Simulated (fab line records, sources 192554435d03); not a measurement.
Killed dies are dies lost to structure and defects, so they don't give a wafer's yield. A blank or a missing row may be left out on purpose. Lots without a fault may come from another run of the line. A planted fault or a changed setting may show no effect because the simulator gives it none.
A struck lot beside a sound one | flow n5_finfet | 44 steps out of a route of 1938
Sound: wafers L251.2, L251.3, L251.5. Struck: wafer L241.2. (L241.4 of the same lot was not struck and is left out.) The cause comes at the end.
At each step with rows: each side's tool, then ch and its chambers, then its first start. Under that, the readings that differ: sound wafers | struck wafers | difference of the means | sigmas: that difference in standard deviations of wafers without a fault.
alike: readings whose means differ by less than 2 such deviations, and words and numbers that are the same on both sides. not compared: withheld readings, readings that some wafer has no value for, bounds like >300 that may hide the same value, and numbers for which the record gives no deviation and whose values overlap.
The two part at a step that has a row with sigmas, a row that says differs or no value, or rows on one side only. Numbers that don't overlap but have no deviation are shown without sigmas and don't part them. A reading that every wafer of one side lacks parts them only if that side has two wafers or more.

N5_BEOL_M6_ALD_77: deposits TaN, target thk 2 nm, pulse time 2 s, purge time 3 s.
  sound on ald_metal-01 ch 0,1, day 13 04:04; struck on ald_metal-01 ch 1, day 10 12:44
  alike: heater_power_w
then, 2 steps without rows for these wafers: N5_BEOL_M6_SURFACE_TREAT_79; N5_BEOL_M6_CVD_78 (deposits Co from CCTBA/H2, target thk 2 nm, time 142.3 s).
N5_BEOL_M6_SPUTTER_48: material Cu, target thk 10 nm, time 1.667 s.
  sound on pvd_sputter-01, day 13 04:44; struck on pvd_sputter-01, day 10 13:22
  alike: substrate_temp_c, throttle_valve_pct
then, 3 steps without rows for these wafers: N5_BEOL_M6_ECD_50 (material Cu, target thk 300 nm); N5_BEOL_M6_ANNEAL_51 (time 90 s); N5_BEOL_M6_CMP_52 (polishes, stops on SiCOH lowk, t overpolish 6.9 s, target thk 80 nm).
N5_BEOL_M6_THK_MEAS_53: measures by xrf.
  sound on film_metro-01, day 13 05:42; struck on film_metro-01, day 10 14:11
  alike: M6_THK
then, 2 steps without rows for these wafers: N5_BEOL_M6_PRE_CLEAN_55 (time 15 s); N5_BEOL_M6_DEP_56 (deposits SiCN from 3MS/NH3, target thk 10 nm, time 17.5 s).
N5_BEOL_M6_RS_MEAS_57: measures by four-point-probe.
  sound on film_metro-01, day 13 05:50; struck on film_metro-02, day 10 14:20
  alike: M6_RS
N5_BEOL_M6_INSPECT_58: inspects for defects (darkfield).
  sound on defect_inspect-01, day 13 05:52; struck on defect_inspect-01, day 10 14:22
  alike: raw_defect_count
N5_BEOL_M7_ILD_DEP_00: deposits SiCOH lowk from DEMS/porogen, target thk 179.75 nm, time 33.4 s.
  sound on pecvd-02 ch 0,1,2, day 13 05:53; struck on pecvd-03 ch 2, day 10 14:24
  reading                                            | sound          | struck | difference | sigmas
  heater_power_w (W)                                 | 248 328 454    | 226    | -117       | -2
  throttle_valve_pct (%)                             | 14.5 13.9 15.0 | 12.7   | -1.8       | -2
  model.SiCOH_lowk_of_BEOL_M7_ILD_DEP_00.thk_nm (nm) | 180.4 177 182  | 191.8  | +12.0      |
  alike: showerhead_plenum_p_Torr
N5_BEOL_M7_CURE_74: cures SiCOH lowk, time 240 s.
  sound on uv_cure-02 ch 0, day 13 06:02; struck on uv_cure-01 ch 1, day 10 14:33
  reading            | sound             | struck | difference | sigmas
  lamp_power_pct (%) | 52.26 52.32 52.40 | 52.20  | -0.13      | -3
  alike: wafer_temp_C_max
N5_BEOL_M7_THK_MEAS_01:
  sound on film_metro-02, day 13 06:28; struck on film_metro-02, day 10 14:59
  reading         | sound             | struck | difference | sigmas
  M7_ILD_THK (nm) | 155.5 152.5 156.9 | 165.4  | +10.4      | +5
then, 10 steps without rows for these wafers: N5_BEOL_M7_PECVD_70 (deposits SiO2 from TEOS/O2, target thk 20 nm, time 22.7 s); N5_BEOL_M7_HM_DEP_02 (deposits TiN, target thk 20 nm); N5_BEOL_M7_COAT_59 (time 60 s, resist thk 100 nm); N5_BEOL_M7_COAT_60 (time 60 s, resist thk 35 nm); N5_BEOL_M7_COAT_05 (resist thk 90 nm); N5_BEOL_M7_EBR_07; N5_BEOL_M7_SOFTBAKE_06 (time 60 s); N5_BEOL_M7_EXPOSE_08 (exposes mask M7); N5_BEOL_M7_PEB_09 (peb time 60 s); N5_BEOL_M7_DEVELOP_10 (develop time 30 s).
N5_BEOL_M7_CD_MEAS_11: target cd 38.5 nm.
  sound on cd_sem-01 ch 0, day 13 07:26; struck on cd_sem-02 ch 0, day 10 15:35
  alike: cd_nm
N5_BEOL_M7_OVL_MEAS_12:
  sound on overlay-01 ch 0, day 13 07:28; struck on overlay-01 ch 0, day 10 15:37
  alike: M7_OVL
N5_BEOL_M7_INSPECT_13: inspects for defects (brightfield).
  sound on defect_inspect-01, day 13 07:29; struck on defect_inspect-01, day 10 15:38
  alike: raw_defect_count
N5_BEOL_M7_DESCUM_16: chemistry O2, time 7.9 s.
  sound on rie_diel-02 ch 1,3, day 13 07:31; struck on rie_diel-02 ch 3, day 10 15:40
  alike: drypump_motor_current_A, oes_product_au, rf_vpp_V, showerhead_plenum_p_Torr, throttle_valve_pct
  not compared: rf_hours_counter_h
then, 1 step without rows for these wafers: N5_BEOL_M7_ETCH_61 (etches SiARC in CF4, target depth 45.5 nm, time 75.8 s).
N5_BEOL_M7_ETCH_62: etches SOC in N2/H2, target depth 110 nm, overetch 22 nm, time 165 s.
  sound on rie_diel-02 ch 1,3, day 13 07:37; struck on rie_diel-02 ch 3, day 10 15:46
  alike: drypump_motor_current_A, oes_product_au, rf_vpp_V, showerhead_plenum_p_Torr, throttle_valve_pct
  not compared: rf_hours_counter_h
then, 4 steps without rows for these wafers: N5_BEOL_M7_STRIP_68 (strips in N2/H2); N5_BEOL_M7_STRIP_67 (strips in CF4); N5_BEOL_M7_HM_OPEN_17 (chemistry Cl2/BCl3, target TiN, target depth 20 nm, overetch 6 nm); N5_BEOL_M7_STRIP_19 (strips in O2).
N5_BEOL_M7_CD_MEAS_18: pitch 80 nm, target cd 40 nm.
  sound on cd_sem-03, day 13 08:00; struck on cd_sem-03, day 10 16:08
  alike: cd_nm
then, 6 steps without rows for these wafers: N5_BEOL_M7_COAT_63 (time 60 s, resist thk 60 nm); N5_BEOL_M7_COAT_64 (time 60 s, resist thk 12 nm); N5_BEOL_M7_COAT_71 (time 60 s, resist thk 5 nm); N5_BEOL_M7_COAT_22 (resist thk 30 nm); N5_BEOL_M7_EBR_24; N5_BEOL_M7_SOFTBAKE_23 (time 60 s).
N5_BEOL_M7_CMP_52: polishes, stops on SiCOH lowk, t overpolish 6.9 s, target thk 80 nm.
  sound on cmp-04 ch 1,3, day 13 11:49; struck on cmp-01 ch 1, day 10 19:56
  reading                                            | sound           | struck | difference | sigmas
  motor_current_A (A)                                | 6.4 6.0 6.6     | 7.6    | +1.3       | +2
  model.SiCOH_lowk_of_BEOL_M7_ILD_DEP_00.thk_nm (nm) | 152.6 149.6 154 | 162.4  | +10.3      |
  alike: slurry_flow_ml_min
N5_PASSIVATION_PROBE_49:
  the record has rows for the sound wafers here (prober-01, day 16 23:22) and none for the struck ones

WHERE THEY PART
First at N5_BEOL_M7_ILD_DEP_00; last, within this record, at N5_PASSIVATION_PROBE_49.

WHY: what the simulator had put in
Process parameter drift: pecvd-03, from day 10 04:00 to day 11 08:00, at N5_BEOL_M7_ILD_DEP_00. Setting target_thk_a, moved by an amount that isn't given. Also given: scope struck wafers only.
